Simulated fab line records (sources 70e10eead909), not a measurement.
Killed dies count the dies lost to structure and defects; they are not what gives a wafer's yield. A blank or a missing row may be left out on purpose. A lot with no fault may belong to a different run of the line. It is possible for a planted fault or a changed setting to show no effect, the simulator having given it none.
Matching of chambers :: flow nand_harc :: NHARC_A_BONDPAD_CMP_19 on cmp-02 has 4 sister chambers
The step polishes, t overpolish 30 s, cu recess touch 16 s, target thk 169.82 nm. 4 wafers are shown with their chamber, then 7 later ones without.

WAFERS WITH THEIR CHAMBER
wafer: L273.2
chamber: 1
motor_current_A (A): 13.5

wafer: L280.6
chamber: 3
motor_current_A (A): 11.4

wafer: L281.2
chamber: 0
motor_current_A (A): 11.5

wafer: L281.3
chamber: 2
motor_current_A (A): 10.9

WAFERS WHOSE CHAMBER IS MISSING
wafer: L281.5
motor_current_A (A): 11.1

wafer: L283.1
motor_current_A (A): 11.9

wafer: L283.2
motor_current_A (A): 11.3

wafer: L283.6
motor_current_A (A): 12.9

wafer: L284.1
motor_current_A (A): 12.5

wafer: L284.4
motor_current_A (A): 11.9

wafer: L284.5
motor_current_A (A): 11.5

EACH ONE'S CHAMBER
wafer: L281.5
from the rows above: can't be placed: 2 or 3 or 0
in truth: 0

wafer: L283.1
from the rows above: can't be placed: 0 or 3 or 2
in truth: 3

wafer: L283.2
from the rows above: can't be placed: 3 or 0 or 2
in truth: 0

wafer: L283.6
from the rows above: can't be placed: 1 or 0 or 3
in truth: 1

wafer: L284.1
from the rows above: can't be placed: 0 or 1 or 3 or 2
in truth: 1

wafer: L284.4
from the rows above: can't be placed: 0 or 3 or 2
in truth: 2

wafer: L284.5
from the rows above: can't be placed: 0 or 3 or 2
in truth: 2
Correctly placed: 0 of 7. These rows do not allow placing 7 (true chamber among the candidates in 7). Number placed wrongly: 0.
How it was worked out, from the rows above alone: a wafer's distance from a chamber is the root of the sum, over the readings, of the square of ((its reading less the chamber's mean) divided by the reading's scatter). The wafer belongs to the nearest chamber; if the next one is less than 2 further off, it can't be placed. The mean given for a chamber averages the wafers shown for that chamber. The scatter: with one shown wafer a chamber, the root of the mean of the squares of how far each hidden wafer lies from its nearest shown one.
